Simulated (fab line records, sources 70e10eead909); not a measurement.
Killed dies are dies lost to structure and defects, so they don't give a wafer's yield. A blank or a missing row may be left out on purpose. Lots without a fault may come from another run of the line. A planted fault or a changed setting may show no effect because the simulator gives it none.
Chamber matching | flow nand_harc | NHARC_P_ZERO_WELL_DESCUM_39 on rie_diel-09: 4 sister chambers
The step chemistry O2, time 3 s. 4 wafers are shown with their chamber, then 11 later ones without.

WAFERS WITH THEIR CHAMBER
wafer  | chamber | showerhead_plenum_p_Torr (Torr)
L080.4 | 0       | 1.92
L087.1 | 3       | 1.84
L087.3 | 1       | 2.00
L088.1 | 2       | 2.01

WAFERS WITHOUT THEIR CHAMBER
wafer  | showerhead_plenum_p_Torr (Torr)
L088.2 | 1.84
L088.4 | 2.00
L093.1 | 1.83
L093.4 | 1.91
L093.5 | 1.99
L094.1 | 2.01
L094.3 | 1.91
L094.5 | 1.91
L096.1 | 2.01
L096.4 | 1.83
L096.5 | 1.91

WHICH CHAMBER EACH WENT THROUGH
wafer  | from the rows above     | in truth
L088.2 | 3                       | 3
L088.4 | can't be placed: 1 or 2 | 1
L093.1 | 3                       | 3
L093.4 | 0                       | 0
L093.5 | can't be placed: 1 or 2 | 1
L094.1 | can't be placed: 2 or 1 | 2
L094.3 | 0                       | 0
L094.5 | 0                       | 0
L096.1 | can't be placed: 2 or 1 | 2
L096.4 | 3                       | 3
L096.5 | 0                       | 0
Placed correctly: 7 of 11. Can't be placed from these rows: 4 (the true chamber is among the candidates in 4). Placed wrongly: 0.
How it was worked out, from the rows above alone: a wafer's distance from a chamber is the root of the sum, over the readings, of the square of ((its reading less the chamber's mean) divided by the reading's scatter). The wafer belongs to the nearest chamber; if the next one is less than 2 further off, it can't be placed. A chamber's mean is the mean of its shown wafers. The scatter: with one shown wafer a chamber, the root of the mean of the squares of how far each hidden wafer lies from its nearest shown one.
